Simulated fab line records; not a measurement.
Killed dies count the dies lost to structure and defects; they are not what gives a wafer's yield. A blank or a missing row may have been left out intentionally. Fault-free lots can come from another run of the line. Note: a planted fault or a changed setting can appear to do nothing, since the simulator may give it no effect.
Chamber matching || flow n5 finfet || N5_BEOL_M7_DESCUM_16 on rie diel-06: 4 sister chambers
The step chemistry O2, time 7.9 s. 18 wafers are shown with their chamber, then 9 later ones without.

## WAFERS WITH THEIR CHAMBER
{"wafer": "L075.1", "chamber": 3, "showerhead plenum p Torr (Torr)": 2.22, "throttle valve pct (%)": 20.12, "drypump motor current A (A)": 5.89}
{"wafer": "L075.2", "chamber": 0, "showerhead plenum p Torr (Torr)": 2.05, "throttle valve pct (%)": 20.57, "drypump motor current A (A)": 5.73}
{"wafer": "L075.3", "chamber": 2, "showerhead plenum p Torr (Torr)": 2.17, "throttle valve pct (%)": 20.25, "drypump motor current A (A)": 5.43}
{"wafer": "L077.2", "chamber": 1, "showerhead plenum p Torr (Torr)": 2.07, "throttle valve pct (%)": 20.61, "drypump motor current A (A)": 5.32}
{"wafer": "L077.3", "chamber": 3, "showerhead plenum p Torr (Torr)": 2.22, "throttle valve pct (%)": 20.11, "drypump motor current A (A)": 5.90}
{"wafer": "L077.5", "chamber": 2, "showerhead plenum p Torr (Torr)": 2.17, "throttle valve pct (%)": 20.25, "drypump motor current A (A)": 5.40}
{"wafer": "L078.2", "chamber": 2, "showerhead plenum p Torr (Torr)": 2.17, "throttle valve pct (%)": 20.26, "drypump motor current A (A)": 5.40}
{"wafer": "L078.3", "chamber": 1, "showerhead plenum p Torr (Torr)": 2.07, "throttle valve pct (%)": 20.60, "drypump motor current A (A)": 5.29}
{"wafer": "L078.6", "chamber": 0, "showerhead plenum p Torr (Torr)": 2.05, "throttle valve pct (%)": 20.57, "drypump motor current A (A)": 5.78}
{"wafer": "L082.1", "chamber": 3, "showerhead plenum p Torr (Torr)": 2.22, "throttle valve pct (%)": 20.13, "drypump motor current A (A)": 5.89}
{"wafer": "L082.2", "chamber": 0, "showerhead plenum p Torr (Torr)": 2.05, "throttle valve pct (%)": 20.60, "drypump motor current A (A)": 5.77}
{"wafer": "L082.6", "chamber": 2, "showerhead plenum p Torr (Torr)": 2.17, "throttle valve pct (%)": 20.27, "drypump motor current A (A)": 5.38}
{"wafer": "L085.1", "chamber": 3, "showerhead plenum p Torr (Torr)": 2.21, "throttle valve pct (%)": 20.14, "drypump motor current A (A)": 5.89}
{"wafer": "L085.5", "chamber": 2, "showerhead plenum p Torr (Torr)": 2.17, "throttle valve pct (%)": 20.29, "drypump motor current A (A)": 5.44}
{"wafer": "L085.6", "chamber": 3, "showerhead plenum p Torr (Torr)": 2.21, "throttle valve pct (%)": 20.14, "drypump motor current A (A)": 5.91}
{"wafer": "L089.1", "chamber": 2, "showerhead plenum p Torr (Torr)": 2.17, "throttle valve pct (%)": 20.30, "drypump motor current A (A)": 5.42}
{"wafer": "L089.3", "chamber": 2, "showerhead plenum p Torr (Torr)": 2.17, "throttle valve pct (%)": 20.28, "drypump motor current A (A)": 5.38}
{"wafer": "L089.4", "chamber": 3, "showerhead plenum p Torr (Torr)": 2.21, "throttle valve pct (%)": 20.15, "drypump motor current A (A)": 5.86}

SIGNATURES, as means of the wafers listed above
{"reading": "showerhead plenum p Torr", "chamber 0": 2.0500, "chamber 1": 2.0700, "chamber 2": 2.1700, "chamber 3": 2.2150, "scatter within a chamber": 0.00327}
{"reading": "throttle valve pct", "chamber 0": 20.5800, "chamber 1": 20.6050, "chamber 2": 20.2714, "chamber 3": 20.1317, "scatter within a chamber": 0.0169}
{"reading": "drypump motor current A", "chamber 0": 5.7600, "chamber 1": 5.3050, "chamber 2": 5.4071, "chamber 3": 5.8900, "scatter within a chamber": 0.0217}
Rule: distance of a wafer from a chamber = root of the sum over the readings of ((wafer's reading minus chamber's mean) / reading's scatter) squared. The wafer belongs to the nearest chamber; if the next one is less than 2 further off, it can't be placed. The scatter: the root of (the sum of the squares of (reading less its chamber's mean) over the shown wafers, divided by (wafers less chambers)).

## WAFERS WITH NO CHAMBER GIVEN
{"wafer": "L088.1", "showerhead plenum p Torr (Torr)": 2.04, "throttle valve pct (%)": 20.22, "drypump motor current A (A)": 5.80}
{"wafer": "L088.4", "showerhead plenum p Torr (Torr)": 2.04, "throttle valve pct (%)": 20.24, "drypump motor current A (A)": 5.80}
{"wafer": "L088.5", "showerhead plenum p Torr (Torr)": 2.16, "throttle valve pct (%)": 20.31, "drypump motor current A (A)": 5.44}
{"wafer": "L091.1", "showerhead plenum p Torr (Torr)": 2.04, "throttle valve pct (%)": 20.24, "drypump motor current A (A)": 5.81}
{"wafer": "L091.4", "showerhead plenum p Torr (Torr)": 2.06, "throttle valve pct (%)": 20.63, "drypump motor current A (A)": 5.31}
{"wafer": "L091.5", "showerhead plenum p Torr (Torr)": 2.16, "throttle valve pct (%)": 20.31, "drypump motor current A (A)": 5.46}
{"wafer": "L095.3", "showerhead plenum p Torr (Torr)": 2.16, "throttle valve pct (%)": 20.33, "drypump motor current A (A)": 5.42}
{"wafer": "L095.5", "showerhead plenum p Torr (Torr)": 2.16, "throttle valve pct (%)": 20.32, "drypump motor current A (A)": 5.39}
{"wafer": "L095.6", "showerhead plenum p Torr (Torr)": 2.21, "throttle valve pct (%)": 20.19, "drypump motor current A (A)": 5.91}

## EACH ONE'S CHAMBER
{"wafer": "L088.1", "from the rows above": 0, "in truth": 0}
{"wafer": "L088.4", "from the rows above": 0, "in truth": 0}
{"wafer": "L088.5", "from the rows above": 2, "in truth": 2}
{"wafer": "L091.1", "from the rows above": 0, "in truth": 0}
{"wafer": "L091.4", "from the rows above": 1, "in truth": 1}
{"wafer": "L091.5", "from the rows above": 2, "in truth": 2}
{"wafer": "L095.3", "from the rows above": 2, "in truth": 2}
{"wafer": "L095.5", "from the rows above": 2, "in truth": 2}
{"wafer": "L095.6", "from the rows above": 3, "in truth": 3}
9 of 9 placed correctly. Left unplaced by these rows: 0. 0 placed wrongly.
